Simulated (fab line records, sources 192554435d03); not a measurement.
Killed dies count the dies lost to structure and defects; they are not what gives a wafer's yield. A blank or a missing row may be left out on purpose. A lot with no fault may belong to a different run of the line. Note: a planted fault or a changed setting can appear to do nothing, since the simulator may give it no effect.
Chamber matching | flow n5-finfet | N5_GATE_CUT_CMP_43 on cmp-01 has 4 sister chambers
The step polishes SiO2. 14 wafers are shown with their chamber, then 7 later ones without.

WAFERS PAIRED WITH THEIR CHAMBERS
wafer  | chamber | motor-current-A (A)
L077.1 | 1       | 13.9
L077.2 | 2       | 10.1
L077.5 | 2       | 10.3
L086.1 | 0       | 11.7
L086.2 | 3       | 12.2
L086.5 | 0       | 13.3
L091.4 | 2       | 10.2
L091.5 | 3       | 11.7
L091.6 | 2       | 10.2
L093.3 | 0       | 11.9
L093.5 | 2       | 10.8
L093.6 | 3       | 12.0
L095.3 | 0       | 12.1
L095.4 | 3       | 11.7

SIGNATURES, as means of the wafers listed above
reading         | chamber 0 | chamber 1 | chamber 2 | chamber 3 | scatter within a chamber
motor-current-A | 12.250    | 13.900    | 10.320    | 11.900    | 0.451
Rule: for a wafer and a chamber, the distance is found by dividing, reading by reading, the gap between the wafer's reading and the chamber's mean by the reading's scatter, squaring, summing and taking the root. If the next closest chamber is less than 2 further off than the closest, the wafer can't be placed; otherwise it belongs to the closest. The scatter is the square root of a quotient: the sum, over the shown wafers, of each reading's squared deviation from its chamber's mean, divided by wafers minus chambers.

WAFERS MISSING THEIR CHAMBER
wafer  | motor-current-A (A)
L095.5 | 12.6
L096.3 | 10.6
L096.5 | 14.2
L096.6 | 13.0
L097.1 | 14.3
L097.2 | 11.9
L097.6 | 14.1

CHAMBER TAKEN BY EACH
wafer  | from the rows above          | in truth
L095.5 | can't be placed: 0 or 3      | 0
L096.3 | 2                            | 2
L096.5 | 1                            | 1
L096.6 | can't be placed: 0 or 1 or 3 | 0
L097.1 | 1                            | 1
L097.2 | can't be placed: 3 or 0      | 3
L097.6 | 1                            | 1
4 of 7 placed correctly. Cannot be placed on the basis of these rows: 3; the candidates contain the true chamber in 3. Wrongly placed: 0.
